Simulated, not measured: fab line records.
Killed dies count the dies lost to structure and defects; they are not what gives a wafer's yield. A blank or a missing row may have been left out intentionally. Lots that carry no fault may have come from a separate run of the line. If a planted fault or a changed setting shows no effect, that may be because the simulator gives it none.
Which tool was responsible? | flow n5-finfet | 11 lots, 30 wafers sampled, at 4 steps of a route of 1938

WHAT THE GAUGES SHOWED, per wafer
No reading from a measuring or inspecting step in the record can be judged against a usual standard deviation.

WHICH TOOL RAN EACH LOT (tool, then ch and the chambers of the sampled wafers, then the start)
lot  | N5_MIM_TOP_SPUTTER_03        | N5_MIM_TOP_ETCH_STRIP_01           | N5_MIM_TOP_ETCH_PECVD_03        | N5_MIM_BOT_ETCH_ETCH_03
L460 | pvd-sputter-01, day 12 18:01 | rie-diel-05 ch 1,3, day 12 18:48   | pecvd-01 ch 0,1,2, day 12 18:52 | rie-metal-01 ch 0,1, day 12 19:35
L463 | pvd-sputter-01, day 13 04:07 | rie-diel-03 ch 0,1, day 13 04:54   | pecvd-04 ch 1,2, day 13 04:58   | rie-metal-02 ch 0,1, day 13 05:55
L464 | pvd-sputter-02, day 13 19:44 | rie-diel-04 ch 2,3, day 13 20:26   | pecvd-04 ch 0,1, day 13 20:31   | rie-metal-02 ch 0,1, day 13 21:08
L466 | pvd-sputter-03, day 13 23:36 | rie-diel-05 ch 0,1,3, day 14 00:22 | pecvd-02 ch 0,2, day 14 00:26   | rie-metal-01 ch 0,1, day 14 01:10
L467 | pvd-sputter-01, day 14 01:37 | rie-diel-05 ch 0,2, day 14 03:03   | pecvd-01 ch 0,1, day 14 03:08   | rie-metal-02 ch 0,1, day 14 03:52
L477 | pvd-sputter-03, day 15 22:20 | rie-diel-05 ch 1,2, day 15 23:02   | pecvd-04 ch 1, day 15 23:06     | rie-metal-03 ch 0, day 15 23:43
L474 | pvd-sputter-02, day 15 22:31 | rie-diel-04 ch 2,3, day 15 23:25   | pecvd-01 ch 0,2, day 15 23:29   | rie-metal-03 ch 0,1, day 16 00:12
L476 | pvd-sputter-03, day 16 15:31 | rie-diel-03 ch 0,1,3, day 16 16:20 | pecvd-02 ch 1,2, day 16 16:25   | rie-metal-01 ch 0,1, day 16 17:00
L479 | pvd-sputter-01, day 17 09:36 | rie-diel-05 ch 0,1,3, day 17 10:28 | pecvd-04 ch 1,2, day 17 10:31   | rie-metal-03 ch 0,1, day 17 11:20
L482 | pvd-sputter-02, day 17 12:49 | rie-diel-04 ch 2,3, day 17 13:32   | pecvd-02 ch 0,1, day 17 13:35   | rie-metal-03 ch 1, day 17 14:11
L481 | pvd-sputter-03, day 17 23:52 | rie-diel-05 ch 0,3, day 18 00:34   | pecvd-02 ch 0,1,2, day 18 00:38 | rie-metal-01 ch 0,1, day 18 01:23
- N5_MIM_TOP_SPUTTER_03: material TiN, target thk 35 nm, time 89.7 s.
- N5_MIM_TOP_ETCH_STRIP_01: strips in O2.
- N5_MIM_TOP_ETCH_PECVD_03: deposits SiNx from SiH4/NH3/N2, target thk 20 nm, time 17.6 s.
- N5_MIM_BOT_ETCH_ETCH_03: etches the open film in Cl2/BCl3, target depth 12 nm.

WHAT THE TOOLS THEMSELVES READ (means of the sampled wafers that have a number; where no wafer has one, the mark that the record gives instead)
N5_MIM_TOP_SPUTTER_03. Usual: cathode-dc-power-W 2999.9 W, standard deviation 0.56; throttle-valve-pct 29.7 %, standard deviation 1.
lot  | tool           | cathode-dc-power-W (W) | throttle-valve-pct (%) | flag
L460 | pvd-sputter-01 | 2999.7                 | 31.4                   |
L463 | pvd-sputter-01 | 2999.9                 | 29.6                   |
L464 | pvd-sputter-02 | 3000.1                 | 28.7                   |
L466 | pvd-sputter-03 | 3000.6                 | 29.5                   |
L467 | pvd-sputter-01 | 2999.9                 | 30.5                   |
L477 | pvd-sputter-03 | 2999.4                 | 29.8                   |
L474 | pvd-sputter-02 | 3000.3                 | 28.7                   |
L476 | pvd-sputter-03 | 3000.4                 | 30.5                   |
L479 | pvd-sputter-01 | 2999.6                 | 30.8                   |
L482 | pvd-sputter-02 | 2999.5                 | 28.6                   |
L481 | pvd-sputter-03 | 2999.6                 | 29.5                   |

N5_MIM_TOP_ETCH_STRIP_01. Usual: drypump-motor-current-A 5.6 A, standard deviation 0.43; oes-product-au 0.79 a.u., standard deviation 0.074; rf-vpp-V 3.6 V, standard deviation 1.4; showerhead-plenum-p-Torr 2.09 Torr, standard deviation 0.081; throttle-valve-pct 16.7 %, standard deviation 0.31.
lot  | tool        | drypump-motor-current-A (A) | oes-product-au (a.u.) | rf-vpp-V (V) | showerhead-plenum-p-Torr (Torr) | throttle-valve-pct (%) | flag
L460 | rie-diel-05 | 5.4                         | 0.77                  | 2.8          | 2.08                            | 16.8                   |
L463 | rie-diel-03 | 5.5                         | 0.75                  | 4.8          | 2.17                            | 17.1                   |
L464 | rie-diel-04 | 5.2                         | 0.76                  | 3.6          | 2.10                            | 16.5                   |
L466 | rie-diel-05 | 5.6                         | 0.79                  | 4.4          | 2.06                            | 16.6                   |
L467 | rie-diel-05 | 5.9                         | 0.78                  | 2.5          | 2.08                            | 16.6                   |
L477 | rie-diel-05 | 5.7                         | 0.71                  | 3.4          | 2.05                            | 16.8                   |
L474 | rie-diel-04 | 5.1                         | 0.73                  | 3.0          | 2.06                            | 16.5                   |
L476 | rie-diel-03 | 5.5                         | 0.77                  | 4.3          | 2.14                            | 16.8                   |
L479 | rie-diel-05 | 5.7                         | 0.78                  | 3.9          | 2.05                            | 16.7                   |
L482 | rie-diel-04 | 5.1                         | 0.74                  | 5.2          | 2.06                            | 16.6                   |
L481 | rie-diel-05 | 5.7                         | 0.80                  | 3.0          | 2.08                            | 16.8                   |

N5_MIM_TOP_ETCH_PECVD_03. Usual: heater-power-w 798 W, standard deviation 140; showerhead-plenum-p-Torr 5.12 Torr, standard deviation 0.033; throttle-valve-pct 39.6 %, standard deviation 1.7.
lot  | tool     | heater-power-w (W) | showerhead-plenum-p-Torr (Torr) | throttle-valve-pct (%) | flag
L460 | pecvd-01 | 996                | 5.11                            | 40.0                   |
L463 | pecvd-04 | 634                | 5.11                            | 38.7                   |
L464 | pecvd-04 | 656                | 5.12                            | 40.1                   |
L466 | pecvd-02 | 672                | 5.13                            | 38.7                   |
L467 | pecvd-01 | 985                | 5.11                            | 41.0                   |
L477 | pecvd-04 | 554                | 5.12                            | 39.5                   |
L474 | pecvd-01 | 999                | 5.13                            | 39.0                   |
L476 | pecvd-02 | 679                | 5.13                            | 40.4                   |
L479 | pecvd-04 | 627                | 5.12                            | 38.9                   |
L482 | pecvd-02 | 633                | 5.12                            | 40.6                   |
L481 | pecvd-02 | 708                | 5.13                            | 39.5                   |

N5_MIM_BOT_ETCH_ETCH_03. Usual: drypump-motor-current-A 5.79 A, standard deviation 0.2; oes-product-au 0.75 a.u., standard deviation 0.05; throttle-valve-pct 27.6 %, standard deviation 0.34.
lot  | tool         | drypump-motor-current-A (A) | oes-product-au (a.u.) | throttle-valve-pct (%) | flag
L460 | rie-metal-01 | 5.81                        | 0.74                  | 27.5                   |
L463 | rie-metal-02 | 5.57                        | 0.75                  | 27.4                   |
L464 | rie-metal-02 | 5.54                        | 0.85                  | 27.4                   |
L466 | rie-metal-01 | 5.84                        | 0.74                  | 27.8                   |
L467 | rie-metal-02 | 5.55                        | 0.84                  | 27.4                   |
L477 | rie-metal-03 | 6.00                        | 0.69                  | 27.4                   |
L474 | rie-metal-03 | 6.06                        | 0.80                  | 27.8                   |
L476 | rie-metal-01 | 5.81                        | 0.73                  | 27.8                   |
L479 | rie-metal-03 | 6.02                        | 0.74                  | 27.6                   |
L482 | rie-metal-03 | 6.04                        | 0.84                  | 27.9                   |
L481 | rie-metal-01 | 5.80                        | 0.72                  | 27.8                   |

THE ANSWER, worked out from the rows above alone
Rule: a lot counts as off when the mean over its wafers that have a number is more than 3 standard deviations away from the usual mean. Also off: a lot with no number at a reading for which 4 or more lots have one. Where the step has rows for the other lots, those lots are counted as sound. After the gauges, taken in route order, come the tools' own readings; for these a lot's mean is taken, as printed above. The first step at which some lot is off is used, and at that step the reading that is off furthest; a lot without a number counts as furthest.
No lot is off on any of the readings shown, so nothing can be concluded from this.

WHAT THE SIMULATOR HAD PUT IN
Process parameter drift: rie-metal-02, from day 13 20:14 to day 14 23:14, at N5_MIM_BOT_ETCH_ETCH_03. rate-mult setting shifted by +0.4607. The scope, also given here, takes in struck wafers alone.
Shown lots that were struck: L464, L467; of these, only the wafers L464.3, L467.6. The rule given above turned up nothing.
